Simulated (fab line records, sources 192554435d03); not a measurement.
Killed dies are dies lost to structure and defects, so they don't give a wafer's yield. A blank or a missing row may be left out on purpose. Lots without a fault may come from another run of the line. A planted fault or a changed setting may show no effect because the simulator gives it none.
A struck lot beside a sound one | flow n5_finfet | 35 steps out of a route of 1938
Sound: wafers L408.1, L408.4, L408.5. Struck: wafers L416.1, L416.4, L416.6. The cause comes at the end.
At each step with rows: each side's tool, then ch and its chambers, then its first start. Under that, the readings that differ: sound wafers | struck wafers | difference of the means | sigmas: that difference in standard deviations of wafers without a fault.
alike: readings whose means differ by less than 2 such deviations, and words and numbers that are the same on both sides. not compared: withheld readings, readings that some wafer has no value for, bounds like >300 that may hide the same value, and numbers for which the record gives no deviation and whose values overlap.
The two part at a step that has a row with sigmas, a row that says differs or no value, or rows on one side only. Numbers that don't overlap but have no deviation are shown without sigmas and don't part them. A reading that every wafer of one side lacks parts them only if that side has two wafers or more.

first, 9 steps without rows for these wafers: N5_PMOS_HMC_CHANNEL_EPI_PEB_07 (peb time 60 s); N5_PMOS_HMC_CHANNEL_EPI_DEVELOP_08 (develop time 30 s); N5_PMOS_HMC_CHANNEL_EPI_DESCUM_14 (chemistry O2, time 7.9 s); N5_PMOS_HMC_CHANNEL_EPI_ETCH_32 (etches BARC in N2/H2, stops on SiO2, target depth 85.8 nm, time 50.3 s); N5_PMOS_HMC_CHANNEL_EPI_HM_OPEN_15 (chemistry CHF3/O2, target SiO2, target depth 40.6 nm, time 20.3 s); N5_PMOS_HMC_CHANNEL_EPI_STRIP_33 (strips in N2/H2); N5_PMOS_HMC_CHANNEL_EPI_STRIP_17 (strips in SPM, time 750 s); N5_PMOS_HMC_CHANNEL_EPI_ETCH_38 (etches SiO2 in CF4, target depth 1.5 nm); N5_PMOS_HMC_CHANNEL_EPI_FIN_RECESS_16 (chemistry HBr/Cl2, target Si, target depth 54 nm, time 18 s).
N5_PMOS_HMC_CHANNEL_EPI_PRECLEAN_36: cleans in O3/DIW, time 45 s.
  sound on wet_bench-02 ch 4,6,7, day 4 06:16; struck on wet_bench-02 ch 0,5,6, day 6 08:14
then, 24 steps without rows for these wafers: N5_PMOS_HMC_CHANNEL_EPI_PRECLEAN_18 (cleans in DHF, time 30 s); N5_PMOS_HMC_CHANNEL_EPI_SRD_19 (time 30 s); N5_PMOS_HMC_CHANNEL_EPI_EPI_20 (deposits SiGe30, target thk 59 nm); N5_PMOS_HMC_CHANNEL_EPI_HM_STRIP_35 (strips SiO2 in dHF, material SiO2, target depth 39.6 nm, time 216 s); N5_PMOS_HMC_CHANNEL_EPI_SRD_39 (time 30 s); N5_PMOS_HMC_CHANNEL_EPI_CMP_21 (polishes SiGe30, target thk 54 nm); N5_PMOS_HMC_CHANNEL_EPI_PRECLEAN_40 (cleans in DHF, time 30 s); N5_PMOS_HMC_CHANNEL_EPI_PRECLEAN_37 (cleans in O3/DIW, time 45 s); N5_PMOS_HMC_CHANNEL_EPI_PRECLEAN_24 (cleans in DHF, time 30 s); N5_PMOS_HMC_CHANNEL_EPI_SRD_25 (time 30 s); N5_PMOS_HMC_CHANNEL_EPI_EPI_26 (deposits Si from SiH4/H2, target thk 3.8 nm, time 22.7 s); N5_FIN_SAQP_PRECLEAN_42 (cleans in O3/DIW, time 60 s); N5_FIN_SAQP_PRECLEAN_00 (cleans in SC1, time 60 s); N5_FIN_SAQP_PRECLEAN_44 (cleans in SC2, time 45 s); N5_FIN_SAQP_SRD_01 (time 30 s); N5_FIN_SAQP_ALD_61 (deposits SiO2, target thk 4 nm, pulse time 1 s, purge time 2 s); N5_FIN_SAQP_DENSIFY_62 (time 60 s); N5_FIN_SAQP_HM_DEP_03 (deposits SiNx from SiH4/NH3/N2, target thk 38 nm, time 33.6 s); N5_FIN_SAQP_PECVD_47 (deposits a-Si from SiH4/He, target thk 45 nm, time 36.3 s); N5_FIN_SAQP_PECVD_48 (deposits SiNx from SiH4/NH3/N2, target thk 25 nm, time 22.1 s); N5_FIN_SAQP_PECVD_06 (deposits a-Si from SiH4/He, target thk 60 nm, time 48.1 s); N5_FIN_SAQP_HM_DEP_72 (deposits SiO2 from SiH4/N2O, target thk 12 nm, time 7.2 s); N5_FIN_SAQP_COAT_49 (time 60 s, resist thk 100 nm); N5_FIN_SAQP_COAT_50 (time 60 s, resist thk 35 nm).
-- the record jumps here: 11 days lie between the struck wafers' starts before and after (it left off in module FIN_SAQP and takes up again in module PASSIVATION, whose first step shown is number 1936 of the route) --
N5_PASSIVATION_PROBE_49:
  sound on prober-01, day 14 08:31; struck on prober-01, day 16 23:06
  reading             | sound      | struck      | difference | sigmas
  killed_at_M0_to_M3  | 26 37 59   | 20 18 17    | -22        | -2
  killed_at_front_end | 59 42 41   | 97 195 163  | +104       | +9
  killed_dies         | 101 97 124 | 150 236 204 | +89        | +5
  killed_on_rim       | 11 14 19   | 28 27 20    | +10        | +3
  alike: killed_at_M4_up, killed_at_contacts, killed_at_other, killed_open, killed_short

WHERE THEY PART
Only at N5_PASSIVATION_PROBE_49, within this record.

WHY: what the simulator had put in
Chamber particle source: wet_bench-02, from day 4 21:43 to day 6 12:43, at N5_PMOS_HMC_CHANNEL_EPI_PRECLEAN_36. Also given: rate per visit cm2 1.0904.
